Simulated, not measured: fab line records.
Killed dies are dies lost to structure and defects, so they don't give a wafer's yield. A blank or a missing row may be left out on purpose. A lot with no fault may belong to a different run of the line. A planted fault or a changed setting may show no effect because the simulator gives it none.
Matching of chambers | flow n5_finfet | N5_BEOL_M11_STRIP_67 on rie_diel-05 has 4 sister chambers
The step strips in CF4. 16 wafers are shown with their chamber, then 8 later ones without.

## WAFERS, EACH WITH ITS CHAMBER
wafer  | chamber | showerhead_plenum_p_Torr (Torr) | throttle_valve_pct (%) | oes_product_au (a.u.)
L074.2 | 3       | 1.88                            | 13.51                  | 0.83
L074.3 | 1       | 1.86                            | 13.69                  | 0.72
L074.5 | 3       | 1.88                            | 13.49                  | 0.83
L076.2 | 0       | 1.80                            | 13.72                  | 0.79
L076.4 | 1       | 1.86                            | 13.71                  | 0.72
L076.5 | 2       | 1.85                            | 13.90                  | 0.72
L075.3 | 1       | 1.86                            | 13.70                  | 0.72
L075.5 | 2       | 1.85                            | 13.92                  | 0.72
L075.6 | 3       | 1.88                            | 13.53                  | 0.82
L081.1 | 0       | 1.80                            | 13.75                  | 0.78
L081.2 | 2       | 1.85                            | 13.96                  | 0.71
L081.5 | 1       | 1.85                            | 13.76                  | 0.71
L083.1 | 2       | 1.84                            | 13.95                  | 0.71
L083.3 | 1       | 1.85                            | 13.76                  | 0.71
L083.6 | 3       | 1.87                            | 13.56                  | 0.79
L084.1 | 2       | 1.84                            | 13.96                  | 0.70

SIGNATURES, as means of the wafers listed above
reading                  | chamber 0 | chamber 1 | chamber 2 | chamber 3 | scatter within a chamber
showerhead_plenum_p_Torr | 1.8000    | 1.8560    | 1.8460    | 1.8775    | 0.00512
throttle_valve_pct       | 13.7350   | 13.7240   | 13.9380   | 13.5225   | 0.0296
oes_product_au           | 0.7850    | 0.7160    | 0.7120    | 0.8175    | 0.0113
Rule: for a wafer and a chamber, the distance is found by dividing, reading by reading, the gap between the wafer's reading and the chamber's mean by the reading's scatter, squaring, summing and taking the root. If the next closest chamber is less than 2 further off than the closest, the wafer can't be placed; otherwise it belongs to the closest. How the scatter is found: for the shown wafers, subtract from each reading the mean of its chamber, square and add these, divide the total by (wafers less chambers), then take the root.

## WAFERS WHOSE CHAMBER IS MISSING
wafer  | showerhead_plenum_p_Torr (Torr) | throttle_valve_pct (%) | oes_product_au (a.u.)
L084.3 | 1.85                            | 13.76                  | 0.71
L084.4 | 1.80                            | 13.76                  | 0.78
L088.1 | 1.85                            | 13.77                  | 0.71
L088.3 | 1.87                            | 13.57                  | 0.79
L088.5 | 1.85                            | 13.77                  | 0.71
L092.1 | 1.79                            | 13.79                  | 0.76
L092.2 | 1.87                            | 13.59                  | 0.79
L092.6 | 1.84                            | 13.99                  | 0.70

## WHICH CHAMBER EACH WENT THROUGH
wafer  | from the rows above | in truth
L084.3 | 1                   | 1
L084.4 | 0                   | 0
L088.1 | 1                   | 1
L088.3 | 3                   | 3
L088.5 | 1                   | 1
L092.1 | 0                   | 0
L092.2 | 3                   | 3
L092.6 | 2                   | 2
Correctly placed: 8 of 8. Number that these rows cannot place: 0. 0 placed wrongly.
